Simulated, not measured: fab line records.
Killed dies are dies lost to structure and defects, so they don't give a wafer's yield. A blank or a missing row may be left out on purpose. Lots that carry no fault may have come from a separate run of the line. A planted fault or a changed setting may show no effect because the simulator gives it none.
Matching of chambers ; flow n5 finfet ; rie diel-05 running N5_SD_EPI_P_ETCH_16: 4 sister chambers
The step etches SiO2 in CHF3/O2, target depth 5 nm. 14 wafers are shown with their chamber, then 6 later ones without.

## WAFERS, EACH WITH ITS CHAMBER
wafer;chamber;showerhead plenum p Torr (Torr);drypump motor current A (A);throttle valve pct (%)
L569.2;3;2.39;5.53;19.09
L569.4;1;2.42;5.28;18.48
L569.6;2;2.46;5.55;18.83
L570.5;0;2.53;6.03;18.83
L570.6;3;2.39;5.54;19.10
L574.3;3;2.39;5.56;19.11
L574.4;1;2.41;5.29;18.50
L574.6;3;2.39;5.54;19.11
L577.1;1;2.41;5.29;18.51
L577.3;2;2.46;5.56;18.83
L577.6;2;2.46;5.56;18.86
L580.1;0;2.53;5.96;18.85
L580.2;3;2.39;5.54;19.14
L580.3;1;2.41;5.30;18.53

SIGNATURES (averages over the wafers above)
reading;chamber 0;chamber 1;chamber 2;chamber 3;scatter within a chamber
showerhead plenum p Torr;2.5300;2.4125;2.4600;2.3900;0.00274
drypump motor current A;5.9950;5.2900;5.5567;5.5420;0.0179
throttle valve pct;18.8400;18.5050;18.8400;19.1100;0.0187
Rule: for a wafer and a chamber, the distance is found by dividing, reading by reading, the gap between the wafer's reading and the chamber's mean by the reading's scatter, squaring, summing and taking the root. If the next closest chamber is less than 2 further off than the closest, the wafer can't be placed; otherwise it belongs to the closest. How the scatter is found: for the shown wafers, subtract from each reading the mean of its chamber, square and add these, divide the total by (wafers less chambers), then take the root.

## WAFERS WITHOUT THEIR CHAMBER
wafer;showerhead plenum p Torr (Torr);drypump motor current A (A);throttle valve pct (%)
L582.4;2.53;6.04;18.84
L582.5;2.41;5.28;18.49
L582.6;2.53;6.03;18.83
L584.3;2.45;5.57;18.87
L584.4;2.52;6.04;18.86
L584.6;2.45;5.55;18.86

## THE CHAMBER EACH PASSED THROUGH
wafer;from the rows above;in truth
L582.4;0;0
L582.5;1;1
L582.6;0;0
L584.3;2;2
L584.4;0;0
L584.6;2;2
Correctly placed: 6 of 6. Can't be placed from these rows: 0. 0 placed wrongly.
